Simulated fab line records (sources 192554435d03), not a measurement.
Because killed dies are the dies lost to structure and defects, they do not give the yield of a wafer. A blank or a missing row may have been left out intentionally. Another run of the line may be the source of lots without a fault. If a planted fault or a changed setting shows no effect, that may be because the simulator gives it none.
fab line records | flow n5Finfet
[record] lots = 7 wafers = 21 lastDay = 17
route steps=1938 shown BEOL_M6@1224
lots with no fault: from the same line, run without faults
startH: hours from the record's first day to the start of the lot's first wafer shown | waitH: how many hours have passed since the lot's step before this one | " identical to the entry in the row above | L1.1+2: one row covering several wafers at once | - value missing, or start not given | * or withheld: withheld | < > ~ a bound
route shown NAME@n: names a module that has steps shown in the file, with the first one's number in the route | usual: average and standard deviation across the fault-free wafers | same: alike in all rows | chamber/n: place in a boat | sites: readings site by site | _std_site: how widely they spread, as a standard deviation | _edge_site: the outer-site mean with the inner-site mean subtracted | radiusMm: for every site, how far away it sits from the centre of the wafer | mask NAME#n: copy n | behind: tool/chamber where the wafer was last shaped | hold: reason for holding the lot/hours on hold/outcome of the hold | device: the transistor (n, p or np) that didn't switch | end of line: tests of these same wafers at the route's end | step lacking rows: just its recipe | killed: dies lost to structure and defects at the first sort, not the wafer's yield | map: the dies of a wafer, with x for killed, . for not killed, _ for no die there
set.NAME: setting as actually run; set.NAME@STEP: the setting as run at that earlier step | model.NAME: the simulator's own value behind a step, which no gauge read
certain route steps with their lots: each step a table, each wafer a row
services: a tool's chamber out of use, with start hour (startH, from the record's first day; less than 0 if before it), hours out, and reason
[[steps]]
[step N5_BEOL_M6_EXPOSE_25]
[recipe] maskId = V5 na = 0.33 sourceShape = annular sigmaInner = 0.4 sigmaOuter = 0.8 polarization = unpolarized targetCdNm = 40 doseMj = 45
[step N5_BEOL_M6_PEB_26]
[recipe] pebTempC = 100 pebTimeS = 60 resist = CAR-EUV
[step N5_BEOL_M6_DEVELOP_27]
[recipe] developTimeS = 30 developer = TMAH resist = CAR-EUV rinseLiquid = surfactantRinse dry = airSpin devTempC = 23
[step N5_BEOL_M6_CD_MEAS_28]
[recipe] targetCdNm = 40 landingEnergyEv = 500 detector = seInlens
[usual] cdNm = 40.02/0.25
// columns lot.wafer tool chamber startH waitH cdNm
L299.2 cdSem-03 0 204.83 - 39.92
L299.3 " 0 " " 40.00
L299.5 " 0 " " 40.30
L312.3 cdSem-02 0 262.17 - 40.11
L312.4 " 0 " " 40.03
L312.6 " 0 " " 40.15
L315.2 cdSem-01 0 309.09 - 39.81
L315.4 " 0 " " 39.59
L315.5 " 0 " " 39.66
L316.2 cdSem-02 0 311.01 - 40.06
L316.3 " 0 " " 39.86
L316.5 " 0 " " 40.18
L318.3 cdSem-02 0 311.27 - 40.06
L318.4 " 0 " " 40.04
L318.6 " 0 " " 40.38
L320.3 cdSem-02 0 313.72 - 40.09
L320.4 " 0 " " 39.94
L320.5 " 0 " " 40.23
L317.1 cdSem-02 0 313.89 - 40.30
L317.2 " 0 " " 40.58
L317.6 " 0 " " 39.93
[step N5_BEOL_M6_OVL_MEAS_29]
[recipe] pointsPerWafer = 522
[usual] V5_OVL = -0.5/0.72
// columns lot.wafer tool chamber startH waitH V5_OVL[nm]
L299.2 overlay-02 0 204.87 0.0 -1.2
L299.3 " 0 " " -0.6
L299.5 " 0 " " 0.2
L312.3 overlay-02 0 262.21 0.0 -0.2
L312.4 " 0 " " -0.6
L312.6 " 0 " " -1.9
L315.2 overlay-01 0 309.12 0.0 0.4
L315.4 " 0 " " -0.1
L315.5 " 0 " " -0.6
L316.2 overlay-02 0 311.04 0.0 -0.5
L316.3 " 0 " " -2.0
L316.5 " 0 " " -0.3
L318.3 overlay-01 0 311.31 0.0 -0.4
L318.4 " 0 " " -1.3
L318.6 " 0 " " -1.3
L320.3 overlay-01 0 313.76 0.0 -0.5
L320.4 " 0 " " 0.5
L320.5 " 0 " " 0.4
L317.1 overlay-02 0 313.92 0.0 0.3
L317.2 " 0 " " -0.6
L317.6 " 0 " " -0.6
[step N5_BEOL_M6_DESCUM_33]
[recipe] chemistry = O2 timeS = 7 sourcePowerW = 50 biasPowerW = 20 pressureMtorr = 20 rfFrequencyHz = 2.712e+07 tempC = 40 resist = CAR-EUV o2FlowSccm = 225
[usual] drypumpMotorCurrentA = 5.9/0.49 oesProductAu = 0.79/0.075 rfVppV = 243.8/1.4 showerheadPlenumPTorr = 2.14/0.067 throttleValvePct = 20.4/0.39
// columns lot.wafer tool chamber startH waitH drypumpMotorCurrentA oesProductAu rfHoursCounterH rfVppV showerheadPlenumPTorr throttleValvePct
L299.2 rieDiel-06 0 205.17 0.2 6.3 0.71 209 244.8 2.17 20.8
L299.3 " 3 " " 5.0 0.74 183 244.2 2.15 20.3
L299.5 " 0 " " 6.3 0.71 - 244.3 2.17 20.8
L312.3 rieDiel-05 0 262.52 0.3 6.2 0.84 63 246.1 2.22 20.1
L312.4 " 0 " " 6.2 0.84 - 244.0 2.22 20.1
L312.6 " 2 " " 5.5 0.80 - 243.1 2.01 20.1
L315.2 rieDiel-05 1 309.21 0.0 5.8 0.71 199 243.7 2.19 21.2
L315.4 " 1 " " 5.8 0.72 - 242.7 2.19 21.2
L315.5 " 2 " " 5.4 0.79 - 241.4 2.01 20.1
L316.2 rieDiel-05 1 311.55 0.5 5.8 0.71 200 244.4 2.19 21.2
L316.3 " 2 " " 5.4 0.78 121 242.8 2.00 20.1
L316.5 " 0 " " 6.2 0.81 - 245.0 2.21 20.2
L318.3 rieDiel-06 0 311.90 0.5 6.3 0.69 242 242.7 2.16 20.8
L318.4 " 0 " " 6.3 0.68 - 243.3 2.16 20.8
L318.6 " 1 " " 6.5 0.80 - 244.0 2.18 20.3
L320.3 rieDiel-06 0 313.84 0.0 6.4 0.69 243 244.7 2.16 20.8
L320.4 " 0 " " 6.3 0.69 - 241.6 2.16 20.8
L320.5 " 3 " " 5.0 0.71 - 245.1 2.14 20.3
L317.1 rieDiel-05 1 314.30 0.3 5.8 0.71 201 243.0 2.19 21.2
L317.2 " 0 " " 6.2 0.81 85 246.2 2.21 20.2
L317.6 " 3 " " 5.8 0.98 - 243.5 2.15 19.9
[step N5_BEOL_M6_ETCH_72]
[recipe] chemistry = N2/H2 target = underlayer targetDepthA = 65 maskMaterial = CAR-EUV timeS = 5.2 ionEnergyEv = 200 pressureMtorr = 30 sourceW = 840 biasW = 150 n2FlowSccm = 200 h2FlowSccm = 200 ends = cleared
[usual] drypumpMotorCurrentA = 5.9/0.5 etchRfOnTimeS = 5.15/0.11 h2FlowSccm = 200.0/0.62 oesProductAu = 0.68/0.061 rfVppV = 525.3/2.4 showerheadPlenumPTorr = 2.60/0.083 throttleValvePct = 17.8/0.35
// columns lot.wafer tool chamber startH waitH drypumpMotorCurrentA etchRfOnTimeS h2FlowSccm oesProductAu rfHoursCounterH rfVppV showerheadPlenumPTorr throttleValvePct
L299.2 rieDiel-06 0 205.20 0.0 6.4 5.26 199.3 0.62 209 529.0 2.63 18.2
L299.3 " 3 " " 5.0 5.25 200.2 0.63 183 528.1 2.65 18.0
L299.5 " 0 " " 6.4 5.24 199.7 0.62 - 524.8 2.63 18.2
L312.3 rieDiel-05 0 262.56 0.0 6.3 5.24 199.3 0.72 63 527.6 2.66 17.4
L312.4 " 0 " " 6.2 5.23 200.4 0.71 - 525.9 2.66 17.4
L312.6 " 2 " " 5.4 5.13 200.8 0.68 - 521.8 2.46 17.6
L315.2 rieDiel-05 1 309.24 0.0 5.8 5.07 199.9 0.62 199 525.6 2.63 18.3
L315.4 " 1 " " 5.8 5.08 200.1 0.61 - 528.3 2.63 18.4
L315.5 " 2 " " 5.5 5.17 200.0 0.67 - 520.8 2.46 17.6
L316.2 rieDiel-05 1 311.59 0.0 5.8 5.05 200.0 0.62 200 527.1 2.63 18.4
L316.3 " 2 " " 5.4 5.12 200.6 0.67 121 521.0 2.46 17.6
L316.5 " 0 " " 6.2 5.37 200.1 0.67 - 528.8 2.65 17.4
L318.3 rieDiel-06 0 311.93 0.0 6.3 5.34 199.3 0.59 242 525.8 2.62 18.3
L318.4 " 0 " " 6.3 5.30 199.8 0.59 - 524.6 2.62 18.3
L318.6 " 1 " " 6.5 5.02 200.1 0.68 - 526.0 2.66 17.7
L320.3 rieDiel-06 0 313.87 0.0 6.3 5.32 199.7 0.59 243 526.6 2.62 18.3
L320.4 " 0 " " 6.3 5.28 198.9 0.60 - 525.7 2.62 18.3
L320.5 " 3 " " 5.1 5.20 199.9 0.61 - 526.6 2.64 18.0
L317.1 rieDiel-05 1 314.33 0.0 5.8 5.04 200.1 0.60 201 524.0 2.63 18.4
L317.2 " 0 " " 6.2 5.28 199.8 0.68 85 527.5 2.65 17.4
L317.6 " 3 " " 5.9 5.07 199.6 0.85 - 524.7 2.58 17.0
[step N5_BEOL_M6_ETCH_65]
[recipe] chemistry = CF4 target = SiARC targetDepthA = 156 maskMaterial = CAR-EUV timeS = 26 ionEnergyEv = 80 pressureMtorr = 40 sourceW = 545 biasW = 36 Ar_flow_sccm = 100 cf4FlowSccm = 100 ends = cleared
[usual] drypumpMotorCurrentA = 5.9/0.5 etchRfOnTimeS = 25.8/0.64 oesProductAu = 0.68/0.062 rfVppV = 184.6/1.2 showerheadPlenumPTorr = 2.18/0.057 throttleValvePct = 15.56/0.26
// columns lot.wafer tool chamber startH waitH drypumpMotorCurrentA etchRfOnTimeS oesProductAu rfHoursCounterH rfVppV showerheadPlenumPTorr throttleValvePct
L299.2 rieDiel-06 0 205.22 0.0 6.3 26.8 0.61 209 182.6 2.20 15.84
L299.3 " 3 " " 5.0 26.5 0.63 183 186.0 2.20 15.48
L299.5 " 0 " " 6.3 27.4 0.60 - 185.1 2.20 15.83
L312.3 rieDiel-05 0 262.57 0.0 6.2 26.3 0.71 63 185.6 2.25 15.29
L312.4 " 0 " " 6.2 26.2 0.72 - 184.3 2.25 15.29
L312.6 " 2 " " 5.4 25.6 0.69 - 182.8 2.09 15.46
L315.2 rieDiel-05 1 309.26 0.0 5.8 25.2 0.62 199 184.7 2.21 16.10
L315.4 " 1 " " 5.8 25.4 0.62 - 184.4 2.21 16.09
L315.5 " 2 " " 5.4 25.5 0.68 - 183.9 2.09 15.50
L316.2 rieDiel-05 1 311.60 0.0 5.8 25.5 0.61 200 183.8 2.21 16.09
L316.3 " 2 " " 5.4 25.7 0.67 121 183.6 2.09 15.51
L316.5 " 0 " " 6.2 26.5 0.69 - 187.9 2.24 15.32
L318.3 rieDiel-06 0 311.95 0.0 6.3 26.9 0.58 242 184.8 2.19 15.92
L318.4 " 0 " " 6.3 26.6 0.58 - 185.4 2.19 15.90
L318.6 " 1 " " 6.4 24.3 0.69 - 186.2 2.24 15.56
L320.3 rieDiel-06 0 313.89 0.0 6.4 27.0 0.58 243 184.4 2.19 15.91
L320.4 " 0 " " 6.4 26.8 0.58 - 183.8 2.19 15.90
L320.5 " 3 " " 5.0 26.0 0.61 - 183.5 2.19 15.54
L317.1 rieDiel-05 1 314.35 0.0 5.8 25.7 0.61 201 185.3 2.21 16.10
L317.2 " 0 " " 6.3 26.4 0.69 85 185.7 2.24 15.33
L317.6 " 3 " " 5.8 25.4 0.84 - 184.6 2.18 14.98
[step N5_BEOL_M6_ETCH_66]
[recipe] chemistry = N2/H2 target = SOC targetDepthA = 800 overetchA = 160 maskMaterial = SiARC tempC = 40 timeS = 120 ionEnergyEv = 200 pressureMtorr = 30 sourceW = 840 biasW = 150 n2FlowSccm = 200 h2FlowSccm = 200
[usual] drypumpMotorCurrentA = 5.9/0.49 h2FlowSccm = 200.0/0.58 oesProductAu = 0.60/0.054 rfVppV = 525.3/2.3 showerheadPlenumPTorr = 2.60/0.083 throttleValvePct = 17.7/0.35
// columns lot.wafer tool chamber startH waitH drypumpMotorCurrentA h2FlowSccm oesProductAu rfHoursCounterH rfVppV showerheadPlenumPTorr throttleValvePct
L299.2 rieDiel-06 0 205.25 0.0 6.4 200.1 0.55 209 525.8 2.63 18.2
L299.3 " 3 " " 5.0 199.9 0.57 183 526.1 2.65 17.9
L299.5 " 0 " " 6.3 199.7 0.55 - 525.2 2.63 18.2
L312.3 rieDiel-05 0 262.60 0.0 6.2 199.5 0.64 63 528.0 2.66 17.3
L312.4 " 0 " " 6.2 200.1 0.64 - 526.3 2.66 17.3
L312.6 " 2 " " 5.5 200.3 0.61 - 521.3 2.46 17.5
L315.2 rieDiel-05 1 309.29 0.0 5.9 199.8 0.54 199 528.2 2.63 18.3
L315.4 " 1 " " 5.8 200.5 0.55 - 526.0 2.63 18.3
L315.5 " 2 " " 5.5 199.8 0.60 - 520.8 2.46 17.6
L316.2 rieDiel-05 1 311.63 0.0 5.8 201.1 0.55 200 527.4 2.63 18.3
L316.3 " 2 " " 5.4 199.4 0.59 121 520.7 2.46 17.6
L316.5 " 0 " " 6.2 199.5 0.62 - 528.0 2.65 17.4
L318.3 rieDiel-06 0 311.98 0.0 6.3 200.8 0.53 242 526.8 2.62 18.2
L318.4 " 0 " " 6.3 201.2 0.53 - 525.7 2.62 18.2
L318.6 " 1 " " 6.5 200.1 0.60 - 526.4 2.66 17.6
L320.3 rieDiel-06 0 313.92 0.0 6.3 200.3 0.53 243 524.2 2.62 18.3
L320.4 " 0 " " 6.3 200.3 0.53 - 524.2 2.62 18.2
L320.5 " 3 " " 5.1 200.4 0.54 - 526.4 2.64 18.0
L317.1 rieDiel-05 1 314.38 0.0 5.9 199.2 0.54 201 525.7 2.63 18.3
L317.2 " 0 " " 6.2 200.2 0.62 85 527.5 2.65 17.4
L317.6 " 3 " " 5.9 199.9 0.74 - 525.7 2.58 17.0
[step N5_BEOL_M6_STRIP_69]
[recipe] chemistry = N2/H2 tempC = 40 n2FlowSccm = 200 h2FlowSccm = 200 rfFrequencyHz = 6e+07
[step N5_BEOL_M6_STRIP_73]
[recipe] chemistry = N2/H2 tempC = 40 n2FlowSccm = 200 h2FlowSccm = 200 rfFrequencyHz = 6e+07
[step N5_BEOL_M6_VIA_ETCH_34]
[recipe] chemistry = C4F6/O2 target = SiCOH_lowk targetDepthA = 1263 maskMaterial = SOC taperDeg = 4 timeS = 50.9 ionEnergyEv = 250 pressureMtorr = 30 sourceW = 345 biasW = 185 Ar_flow_sccm = 300 C4F6_flow_sccm = 10 O2_flow_sccm = 10
[usual] drypumpMotorCurrentA = 5.9/0.5 oesProductAu = 0.79/0.07 rfVppV = 669/13 showerheadPlenumPTorr = 2.91/0.084 throttleValvePct = 20.9/0.34
// columns lot.wafer tool chamber startH waitH drypumpMotorCurrentA oesProductAu rfHoursCounterH rfVppV showerheadPlenumPTorr throttleValvePct model.etch.depthNm model.SOC_of_BEOL_M6_COAT_63.thkNm
L299.2 rieDiel-06 0 205.35 0.0 6.3 0.72 209 703 2.95 21.2 124.7 54.2
L299.3 " 3 " " 5.1 0.74 183 673 2.94 20.8 124.8 54.4
L299.5 " 0 " " 6.3 0.71 - 704 2.95 21.2 123.7 54.2
L312.3 rieDiel-05 0 262.70 0.0 6.2 0.83 63 659 2.98 20.5 124.8 54
L312.4 " 0 " " 6.2 0.83 - 659 2.98 20.5 125.6 53.8
L312.6 " 2 " " 5.4 0.80 - 676 2.75 20.6 127.4 53.8
L315.2 rieDiel-05 1 309.39 0.0 5.9 0.51 199 669 2.96 21.4 68.5 57
L315.4 " 1 " " 5.9 0.50 - 668 2.96 21.5 68.44 57
L315.5 " 2 " " 5.4 0.56 - 676 2.75 20.5 67.63 57
L316.2 rieDiel-05 1 311.73 0.0 5.8 0.51 200 670 2.96 21.5 69.85 56.8
L316.3 " 2 " " 5.4 0.56 121 677 2.75 20.5 68.95 56.6
L316.5 " 0 " " 6.2 0.57 - 658 2.97 20.5 66.26 56.8
L318.3 rieDiel-06 0 312.08 0.0 6.4 0.69 243 705 2.93 21.3 125 54
L318.4 " 0 " " 6.3 0.70 - 705 2.93 21.3 125.2 54
L318.6 " 1 " " 6.5 0.80 - 654 2.99 20.9 132.6 53.6
L320.3 rieDiel-06 0 314.02 0.0 6.3 0.69 243 703 2.93 21.3 123.3 54.2
L320.4 " 0 " " 6.4 0.69 - 705 2.93 21.3 124.2 54.2
L320.5 " 3 " " 5.0 0.72 - 671 2.92 20.8 127.2 54
L317.1 rieDiel-05 1 314.48 0.0 5.9 0.51 201 669 2.96 21.5 69.22 56.4
L317.2 " 0 " " 6.2 0.56 85 660 2.97 20.5 66.05 56.6
L317.6 " 3 " " 5.8 0.69 - 663 2.90 20.2 69.37 56.6
[step N5_BEOL_M6_STRIP_76]
[recipe] chemistry = C4F6/O2 resist = SiARC rfFrequencyHz = 6e+07
[[services]]
// columns tool chamber startH hours kind
rieDiel-06 0 268.22 15.3 repair
rieDiel-06 2 293.88 4.3 repair
rieDiel-05 3 296.99 - clean
rieDiel-05 3 296.99 - consumableReplace:focusRing
rieDiel-05 3 296.99 14.1 scheduledDown
rieDiel-05 3 296.99 14.1 ventCycle
rieDiel-05 2 297.03 9.6 repair
rieDiel-06 2 304.45 10.4 repair
[[key]]
[firstSign] step = N5_BEOL_M6_VIA_ETCH_34 reading = oesProductAu direction = down sigmas = 3.4 usual = 0.79 struck = 0.55
effect none on later readings
[modelEffect] step = N5_BEOL_M6_VIA_ETCH_34 value = etch.depthNm without = 126.8 struck = 68.25
metAt N5_BEOL_M6_VIA_ETCH_34
struckWafers L315.2,L315.4,L315.5,L316.2,L316.3,L316.5,L317.1,L317.2,L317.6
laterRowsLeftOut L315.2,L315.4,L315.5,L316.2,L316.3,L316.5,L317.1,L317.2,L317.6
sortLeftOut L315.2,L315.4,L315.5,L316.2,L316.3,L316.5,L317.1,L317.2,L317.6
testerLeftOut L315
onsetBetween 262.70 309.39
[earlierFault] kind = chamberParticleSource tool = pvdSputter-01 chamber = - onsetH = 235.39 steps = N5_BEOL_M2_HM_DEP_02 ratePerVisitCm2 = 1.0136
[earlierFault] kind = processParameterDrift tool = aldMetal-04 chamber = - onsetH = 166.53 steps = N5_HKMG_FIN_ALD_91 channel = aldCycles offset = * shape = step actsIn = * stated = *
[fault] kind = processParameterDrift tool = rieDiel-05 chamber = - onsetH = 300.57 steps = N5_BEOL_M6_VIA_ETCH_34 channel = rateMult offset = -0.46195 shape = step
// testerLeftOut: of these lots the tester's yield and bins aren't shown, on N5 and GAA mostly nor the transistor test; their killed dies are dies lost to structure and defects alone, not to doping, threshold or leakage, so they don't give the yield
// sortLeftOut: the simulated sort isn't trusted on such a fault, so these wafers' sort isn't shown, and their yield isn't known
// laterRowsLeftOut: the simulator's readings of these wafers behind a module that went badly wrong aren't trusted and aren't shown, but for the sort
